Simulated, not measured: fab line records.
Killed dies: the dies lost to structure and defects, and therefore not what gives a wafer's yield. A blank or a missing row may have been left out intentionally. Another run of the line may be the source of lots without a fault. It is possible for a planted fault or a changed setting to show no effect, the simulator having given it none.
A struck lot beside a sound one	flow n5 finfet	27 steps out of a route of 1938
Sound: wafers L163.2, L163.4, L163.6. Struck: wafers L170.1, L170.5, L170.6. At the end, the cause is stated.
Each step with rows lists, per side, the tool, then ch with its chambers, then its first start. Under that, the readings that differ: sound wafers	struck wafers	difference of the means	sigmas: that difference in standard deviations of wafers without a fault.
alike: readings with means less than 2 such deviations apart, plus words and numbers identical on both sides. not compared: withheld readings, readings lacking a value on some wafer, bounds such as >300 that could conceal the same value, and numbers that have no deviation in the record and whose values overlap.
A row with sigmas, a row that says differs or no value, or rows on one side alone: a step with any of these is where the two part. Numbers that have no deviation but don't overlap get no sigmas and don't part them. A reading that every wafer of one side lacks parts them only if that side has two wafers or more.

first, 12 steps without rows for these wafers: N5_HKMG_FIN_ETCH_58 (etches SOC in N2/H2, target depth 215.8 nm, time 741 s); N5_HKMG_FIN_STRIP_93 (strips SOC in N2/H2, time 20 s); N5_HKMG_FIN_WET_ETCH_76 (etches Al2O3 in dNH4OH, stops on La2O3, target depth 2.25 nm, rinse time 30 s); N5_HKMG_FIN_STRIP_60 (strips in N2/H2, time 360 s); N5_HKMG_FIN_WET_ETCH_77 (etches La2O3 in dHCl, stops on HfO2, target depth 2 nm); N5_HKMG_FIN_WET_ETCH_78 (etches Al2O3 in dNH4OH, stops on La2O3, target depth 4.5 nm, rinse time 30 s); N5_HKMG_FIN_ALD_79 (deposits TiN, target thk 1.5 nm, pulse time 1 s, purge time 3 s); N5_HKMG_FIN_CVD_62 (deposits a-Si from Si2H6, target thk 3 nm, time 20.8 s); N5_HKMG_FIN_RTA_80 (time 2 s); N5_HKMG_FIN_PRECLEAN_64 (cleans in dHF, time 30 s); N5_HKMG_FIN_WET_ETCH_65 (etches a-Si in TMAH, stops on TiN, time 49 s, target depth 3 nm); N5_HKMG_FIN_WET_ETCH_81 (etches TiN in SC1, stops on HfO2, time 57 s, target depth 6 nm).
N5_HKMG_FIN_WET_ETCH_82: etches La2O3 in dHCl, stops on HfO2, target depth 2 nm, rinse time 30 s.
  sound on wet bench-06 ch 4,5,7, day 5 09:50; struck on wet bench-06 ch 1,2,4, day 7 07:23
then, 10 steps without rows for these wafers: N5_HKMG_FIN_ALD_36 (deposits TiN, target thk 1 nm, pulse time 1 s, purge time 3 s); N5_HKMG_FIN_PWFM_ALD_03 (deposits TiN, target thk 2 nm, pulse time 1 s, purge time 3 s); N5_HKMG_FIN_COAT_29 (time 60 s, resist thk 300 nm); N5_HKMG_FIN_COAT_30 (time 60 s, resist thk 35 nm); N5_HKMG_FIN_COAT_06 (resist thk 90 nm); N5_HKMG_FIN_EBR_08; N5_HKMG_FIN_SOFTBAKE_07 (time 60 s); N5_HKMG_FIN_EXPOSE_09 (exposes mask NWFM); N5_HKMG_FIN_PEB_10 (peb time 60 s); N5_HKMG_FIN_DEVELOP_11 (develop time 30 s).
N5_HKMG_FIN_INSPECT_14: inspects for defects (macro).
  struck on defect inspect-02, day 7 08:41; sound on defect inspect-01, day 5 11:08
reading	sound	struck	difference	sigmas
raw defect count	3 1 2	>300 >300 >300	differs	
then, 1 step without rows for these wafers: N5_HKMG_FIN_DESCUM_17 (chemistry O2, time 7.9 s).
-- here the record skips 4 days between the struck wafers' starts before and after, leaving off in module HKMG_FIN and picking up in module BEOL_M4 (first step shown: number 1111 of the route) --
N5_BEOL_M4_RC_MEAS_101:
  sound on prober-01 ch 0, day 8 20:48; struck on prober-02 ch 0, day 11 04:07
reading	sound	struck	difference	sigmas
VT_P (mV)	-246 -250 -245	-256 -254 -253	-7	-2
  alike: DIBL_N, DIBL_P, IOFF_N, IOFF_P, ION_N, ION_P, SS_N, SS_P, VT_N
-- the record jumps here: 4 days lie between the struck wafers' starts before and after (it left off in module BEOL_M4 and takes up again in module PASSIVATION, whose first step shown is number 1936 of the route) --
N5_PASSIVATION_PROBE_49:
  the record has rows for the struck wafers here (prober-01, day 15 10:32) and none for the sound ones

## WHERE THEY PART
Last at N5_PASSIVATION_PROBE_49 as far as this record goes, first at N5_HKMG_FIN_INSPECT_14.

WHY: what the simulator had put in
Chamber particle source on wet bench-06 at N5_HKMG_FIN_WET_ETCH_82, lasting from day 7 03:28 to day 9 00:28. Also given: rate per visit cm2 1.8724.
